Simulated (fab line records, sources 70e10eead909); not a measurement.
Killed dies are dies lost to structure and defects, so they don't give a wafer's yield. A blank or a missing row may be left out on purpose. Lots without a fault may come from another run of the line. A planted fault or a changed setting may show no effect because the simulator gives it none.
Which tool did it? | flow nand_harc | 12 lots, 36 wafers sampled, at 1 step of a route of 1159

WHAT THE GAUGES READ, wafer by wafer
NHARC_A_CONTACT_OVL_MEAS_09.
lot  | measured     | on         | overlay_x_nm (nm)
L075 | day 16 23:55 | overlay-02 | -0.4 -1.1 -1.3
L076 | day 17 13:04 | overlay-01 | 0.6 0.2 0.1
L078 | day 17 21:22 | overlay-01 | -0.5 0.1 -0.3
L081 | day 18 16:12 | overlay-01 | 1.9 2.4 1.6
L084 | day 19 07:34 | overlay-01 | -2.0 -1.7 -1.8
L083 | day 20 00:01 | overlay-01 | 0.5 1.0 -0.4
L087 | day 20 09:52 | overlay-02 | -0.5 0.1 -0.7
L089 | day 20 14:51 | overlay-01 | 0.7 0.2 0.1
L091 | day 21 05:49 | overlay-02 | -1.2 -1.3 -1.8
L092 | day 21 20:05 | overlay-01 | -0.5 -0.6 -0.7
L095 | day 22 04:19 | overlay-01 | 1.7 1.1 1.3
L097 | day 22 19:08 | overlay-01 | -0.8 -0.8 -0.6

WHICH TOOL RAN EACH LOT (tool, then ch and the chambers of the sampled wafers, then the start)
The record holds no process step before these readings.

THE ANSWER, worked out from the rows above alone
Rule: what is usual is taken from the lots themselves. Put in order of their means at a reading, lots are off if they are a third of the lots or fewer, leave a main group of 4 or more, and stand apart from it by a gap of 3 or more times the standard deviation of the main group's means; of several such gaps the widest counts. A main group whose means are all the same, to the digits that the tables above print for the reading, isn't used. A lot without any number at a reading at which 4 lots or more have one is off too. The other lots that the step has rows for count as sound.
No lot is off at any reading shown: from this, nothing can be told.

WHAT THE SIMULATOR HAD PUT IN
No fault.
